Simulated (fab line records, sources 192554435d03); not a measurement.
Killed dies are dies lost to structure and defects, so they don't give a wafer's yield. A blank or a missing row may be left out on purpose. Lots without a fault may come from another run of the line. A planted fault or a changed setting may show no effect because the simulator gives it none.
Which tool did it? | flow n5_finfet | 12 lots, 36 wafers sampled, at 4 steps of a route of 1938

WHAT THE GAUGES READ, wafer by wafer
The record holds no reading of a measuring or inspecting step that can be judged against a usual standard deviation.

WHICH TOOL RAN EACH LOT (tool, then ch and the chambers of the sampled wafers, then the start)
lot  | N5_HKMG_FIN_ALD_72           | N5_PASSIVATION_ETCH_59            | N5_PASSIVATION_PECVD_35         | N5_PASSIVATION_PROBE_49
L326 | cvd_w-01 ch 1, day 4 17:05   | rie_metal-03 ch 0,1, day 11 14:07 | pecvd-01 ch 0,1, day 11 14:53   | -
L327 | cvd_w-01 ch 0,1, day 4 18:32 | rie_metal-01 ch 0,1, day 11 10:57 | pecvd-04 ch 1,2, day 11 11:41   | -
L329 | cvd_w-02 ch 0,1, day 5 07:18 | rie_metal-02 ch 0,1, day 11 21:32 | pecvd-04 ch 0,1, day 11 22:22   | -
L330 | cvd_w-02 ch 0,1, day 5 14:12 | rie_metal-02 ch 0,1, day 12 04:17 | pecvd-03 ch 0,1,2, day 12 05:01 | -
L333 | cvd_w-02 ch 0,1, day 6 06:12 | rie_metal-03 ch 0,1, day 12 10:18 | pecvd-01 ch 0,1,2, day 12 11:02 | -
L334 | cvd_w-02 ch 0,1, day 6 11:46 | rie_metal-01 ch 0,1, day 13 02:52 | pecvd-01 ch 0,1,2, day 13 03:36 | -
L335 | cvd_w-02 ch 0,1, day 6 18:19 | rie_metal-02 ch 0,1, day 13 03:04 | pecvd-04 ch 0,1, day 13 03:48   | -
L336 | cvd_w-01 ch 0,1, day 7 05:37 | rie_metal-02 ch 1, day 17 14:07   | pecvd-04 ch 1,2, day 17 14:50   | prober-01, day 17 18:27
L338 | cvd_w-02 ch 0,1, day 7 20:23 | rie_metal-03 ch 0,1, day 19 05:51 | pecvd-01 ch 0,1,2, day 19 06:34 | prober-01, day 19 10:16
L339 | cvd_w-01 ch 0,1, day 8 00:19 | rie_metal-01 ch 0,1, day 16 11:35 | pecvd-04 ch 0,2, day 16 12:19   | -
L345 | cvd_w-01 ch 0,1, day 9 12:25 | rie_metal-01 ch 0,1, day 17 07:38 | pecvd-04 ch 0,1,2, day 17 08:22 | -
L346 | cvd_w-02 ch 0,1, day 9 16:01 | rie_metal-03 ch 0,1, day 17 03:49 | pecvd-01 ch 0,2, day 17 04:38   | prober-02, day 17 08:43
- N5_HKMG_FIN_ALD_72: deposits W, target thk 2 nm, pulse time 1 s, purge time 2 s.
- N5_PASSIVATION_ETCH_59: etches TaN in Cl2/BCl3, target depth 65 nm, time 34.9 s.
- N5_PASSIVATION_PECVD_35: deposits SiNx from SiH4/NH3/N2, target thk 700 nm, time 151.3 s.
- N5_PASSIVATION_PROBE_49

WHAT THE TOOLS THEMSELVES READ (means of the sampled wafers that have a number; where no wafer has one, the mark that the record gives instead)
N5_HKMG_FIN_ALD_72. Usual: heater_power_w 504 W, standard deviation 38; precursor_pulse_height_rel 1.000, standard deviation 0.022.
lot  | tool     | heater_power_w (W) | precursor_pulse_height_rel | flag
L326 | cvd_w-01 | 508                | 1.003                      |
L327 | cvd_w-01 | 487                | 0.995                      |
L329 | cvd_w-02 | 536                | 1.005                      |
L330 | cvd_w-02 | 526                | 1.010                      |
L333 | cvd_w-02 | 526                | 1.001                      |
L334 | cvd_w-02 | 536                | 1.011                      |
L335 | cvd_w-02 | 531                | 0.993                      |
L336 | cvd_w-01 | 489                | 1.008                      |
L338 | cvd_w-02 | 539                | 1.018                      |
L339 | cvd_w-01 | 477                | 1.019                      |
L345 | cvd_w-01 | 467                | 0.998                      |
L346 | cvd_w-02 | 541                | 1.018                      |

N5_PASSIVATION_ETCH_59. Usual: drypump_motor_current_A 5.8 A, standard deviation 0.33; oes_product_au 0.83 a.u., standard deviation 0.072; throttle_valve_pct 21.07 %, standard deviation 0.19.
lot  | tool         | drypump_motor_current_A (A) | oes_product_au (a.u.) | throttle_valve_pct (%) | flag
L326 | rie_metal-03 | 6.1                         | 0.93                  | 21.04                  |
L327 | rie_metal-01 | 5.6                         | 0.89                  | 21.20                  |
L329 | rie_metal-02 | 5.8                         | 0.81                  | 20.78                  |
L330 | rie_metal-02 | 5.8                         | 0.80                  | 20.80                  |
L333 | rie_metal-03 | 6.0                         | 0.86                  | 21.13                  |
L334 | rie_metal-01 | 5.6                         | 0.85                  | 21.21                  |
L335 | rie_metal-02 | 5.7                         | 0.83                  | 20.94                  |
L336 | rie_metal-02 | 5.6                         | 0.83                  | 21.07                  |
L338 | rie_metal-03 | 6.1                         | 0.86                  | 21.03                  |
L339 | rie_metal-01 | 5.3                         | 0.80                  | 21.18                  |
L345 | rie_metal-01 | 5.4                         | 0.77                  | 21.21                  |
L346 | rie_metal-03 | 6.1                         | 0.88                  | 21.03                  |

N5_PASSIVATION_PECVD_35. Usual: heater_power_w 368 W, standard deviation 120; showerhead_plenum_p_Torr 8.69 Torr, standard deviation 0.089; throttle_valve_pct 29.5 %, standard deviation 2.
lot  | tool     | heater_power_w (W) | showerhead_plenum_p_Torr (Torr) | throttle_valve_pct (%) | flag
L326 | pecvd-01 | 374                | 8.77                            | 32.1                   |
L327 | pecvd-04 | 305                | 8.71                            | 28.0                   |
L329 | pecvd-04 | 306                | 8.76                            | 29.4                   |
L330 | pecvd-03 | 408                | 8.69                            | 30.4                   |
L333 | pecvd-01 | 491                | 8.67                            | 30.3                   |
L334 | pecvd-01 | 463                | 8.69                            | 30.3                   |
L335 | pecvd-04 | 267                | 8.75                            | 30.3                   |
L336 | pecvd-04 | 292                | 8.65                            | 27.7                   |
L338 | pecvd-01 | 494                | 8.68                            | 30.6                   |
L339 | pecvd-04 | 279                | 8.64                            | 28.2                   |
L345 | pecvd-04 | 310                | 8.69                            | 29.3                   |
L346 | pecvd-01 | 598                | 8.63                            | 29.7                   |

N5_PASSIVATION_PROBE_49. Usual: defect_limited_yield 91.0 %, standard deviation 1.5; killed_at_M0_to_M3 32, standard deviation 9.6; killed_at_M4_up 13, standard deviation 4.7; killed_at_contacts 13, standard deviation 7.2; killed_at_front_end 44, standard deviation 13; killed_at_other 4, standard deviation 3.4; killed_dies 106, standard deviation 18; killed_open 70, standard deviation 13; killed_short 35, standard deviation 8; sort_bin_5_function 5.3 %, standard deviation 0.97; sort_bin_6_memory 3.4 %, standard deviation 0.73; sort_bin_8_speed 0.00 %, standard deviation 0.036; sort_n_pass 1074, standard deviation 18; sort_yield_pct 91.0 %, standard deviation 1.5.
lot  | tool      | defect_limited_yield (%) | killed_at_M0_to_M3 | killed_at_M4_up | killed_at_contacts | killed_at_front_end | killed_at_other | killed_dies | killed_open | killed_short | sort_bin_5_function (%) | sort_bin_6_memory (%) | sort_bin_8_speed (%) | sort_n_pass | sort_yield_pct (%) | flag
L336 | prober-01 | 87.9                     | 38                 | 15              | 8                  | 82                  | 0               | 143         | 100         | 40           | 7.3                     | 4.2                   | 0.00                 | 1037        | 87.9               |
L338 | prober-01 | 92.0                     | 29                 | 14              | 7                  | 36                  | 8               | 94          | 65          | 27           | 4.5                     | 3.1                   | 0.00                 | 1086        | 92.0               |
L346 | prober-02 | 84.2                     | 39                 | 11              | 9                  | 123                 | 5               | 187         | 74          | 37           | 9.7                     | 4.7                   | 0.00                 | 993         | 84.2               | OFF

THE ANSWER, worked out from the rows above alone
Rule: a lot is off if the mean of its wafers that have a number lies more than 3 standard deviations from the usual mean. A lot without any number at a reading at which 4 lots or more have one is off too. The other lots that the step has rows for count as sound. The gauges are gone through in route order, then the tools' own readings, and for those a lot's mean is taken as printed above. The first step at which some lot is off is used, and at that step the reading that is off furthest; a lot without a number counts as furthest.
Off: L346, at N5_PASSIVATION_PROBE_49 (killed_at_front_end). Neither off nor sound, because the step has no rows for them: L326, L327, L329, L330, L333, L334, L335, L339, L345.
A tool fits if, at that step or a process step before it, it ran every lot that is off, and no sound lot after the first of them. Can't be told from this: 2 tools fit, cvd_w-02 at N5_HKMG_FIN_ALD_72, prober-02 at N5_PASSIVATION_PROBE_49.

WHAT THE SIMULATOR HAD PUT IN
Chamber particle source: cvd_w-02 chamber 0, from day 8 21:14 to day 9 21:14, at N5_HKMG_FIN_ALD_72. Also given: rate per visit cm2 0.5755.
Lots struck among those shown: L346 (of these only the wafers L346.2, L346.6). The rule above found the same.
